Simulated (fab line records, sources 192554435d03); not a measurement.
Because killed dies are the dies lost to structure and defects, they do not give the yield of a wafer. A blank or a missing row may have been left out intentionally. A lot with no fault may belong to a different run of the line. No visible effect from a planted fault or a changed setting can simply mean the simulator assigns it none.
Matching of chambers + flow n5 finfet + 4 sister chambers for N5_BEOL_M9_DESCUM_16 on rie diel-03
The step chemistry O2, time 7.9 s. 4 wafers are shown with their chamber, then 7 later ones without.

## WAFERS WITH THEIR CHAMBER
| wafer  | chamber | throttle valve pct (%) |
|--------|---------|------------------------|
| L454.2 | 2       | 20.52                  |
| L457.3 | 1       | 20.73                  |
| L456.2 | 3       | 20.55                  |
| L456.4 | 0       | 20.31                  |

## WAFERS WITH NO CHAMBER GIVEN
| wafer  | throttle valve pct (%) |
|--------|------------------------|
| L456.6 | 20.52                  |
| L459.1 | 20.55                  |
| L459.4 | 20.74                  |
| L459.5 | 20.74                  |
| L461.3 | 20.31                  |
| L461.5 | 20.56                  |
| L461.6 | 20.54                  |

## WHICH CHAMBER EACH WENT THROUGH
| wafer  | from the rows above     | in truth                   |
|--------|-------------------------|----------------------------|
| L456.6 | 2                       | 2                          |
| L459.1 | 3                       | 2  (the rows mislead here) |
| L459.4 | 1                       | 1                          |
| L459.5 | 1                       | 1                          |
| L461.3 | 0                       | 0                          |
| L461.5 | 3                       | 3                          |
| L461.6 | can't be placed: 3 or 2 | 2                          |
5 of 7 placed correctly. From these rows, 1 cannot be placed; in 1 the true chamber is one of the candidates. Wrongly placed: 1.
How it was worked out, from the rows above alone: a wafer's distance from a chamber is the root of the sum, over the readings, of the square of ((its reading less the chamber's mean) divided by the reading's scatter). If the next closest chamber is less than 2 further off than the closest, the wafer can't be placed; otherwise it belongs to the closest. Each chamber's mean is taken over the wafers shown for it. The scatter: with one shown wafer a chamber, the root of the mean of the squares of how far each hidden wafer lies from its nearest shown one.
